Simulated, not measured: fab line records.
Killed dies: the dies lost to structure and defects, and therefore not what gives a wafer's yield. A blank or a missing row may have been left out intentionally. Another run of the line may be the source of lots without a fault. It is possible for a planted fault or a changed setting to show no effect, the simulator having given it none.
Chamber matching    flow n5-finfet    N5_BEOL_M10_ALD_74 on ald-metal-01 has 4 sister chambers
The step deposits TaN, target thk 2 nm, pulse time 2 s, purge time 3 s. 8 wafers are shown with their chamber, then 10 later ones without.

WAFERS PAIRED WITH THEIR CHAMBERS
wafer   chamber  heater-power-outer-w (W)  heater-power-w (W)
L086.2  2        188                       354
L089.1  0        208                       372
L089.4  3        231                       434
L091.3  1        190                       335
L091.4  0        205                       385
L091.5  1        190                       344
L090.1  2        173                       342
L090.2  3        237                       424

WAFERS MISSING THEIR CHAMBER
wafer   heater-power-outer-w (W)  heater-power-w (W)
L090.6  201                       377
L093.3  186                       342
L093.5  172                       343
L093.6  194                       340
L096.1  195                       332
L096.2  211                       376
L096.4  240                       429
L097.3  174                       339
L097.5  209                       382
L097.6  193                       353

CHAMBER TAKEN BY EACH
wafer   from the rows above      in truth
L090.6  0                        0
L093.3  can't be placed: 1 or 2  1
L093.5  can't be placed: 2 or 1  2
L093.6  can't be placed: 1 or 2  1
L096.1  can't be placed: 1 or 2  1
L096.2  0                        0
L096.4  3                        3
L097.3  can't be placed: 2 or 1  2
L097.5  0                        0
L097.6  can't be placed: 1 or 2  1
4 of 10 placed correctly. These rows do not allow placing 6 (true chamber among the candidates in 6). Wrongly placed: 0.
How it was worked out, from the rows above alone: a wafer's distance from a chamber is the root of the sum, over the readings, of the square of ((its reading less the chamber's mean) divided by the reading's scatter). If the next closest chamber is less than 2 further off than the closest, the wafer can't be placed; otherwise it belongs to the closest. For every chamber, the mean is computed from those of its wafers that are shown. How the scatter is found: for the shown wafers, subtract from each reading the mean of its chamber, square and add these, divide the total by (wafers less chambers), then take the root.
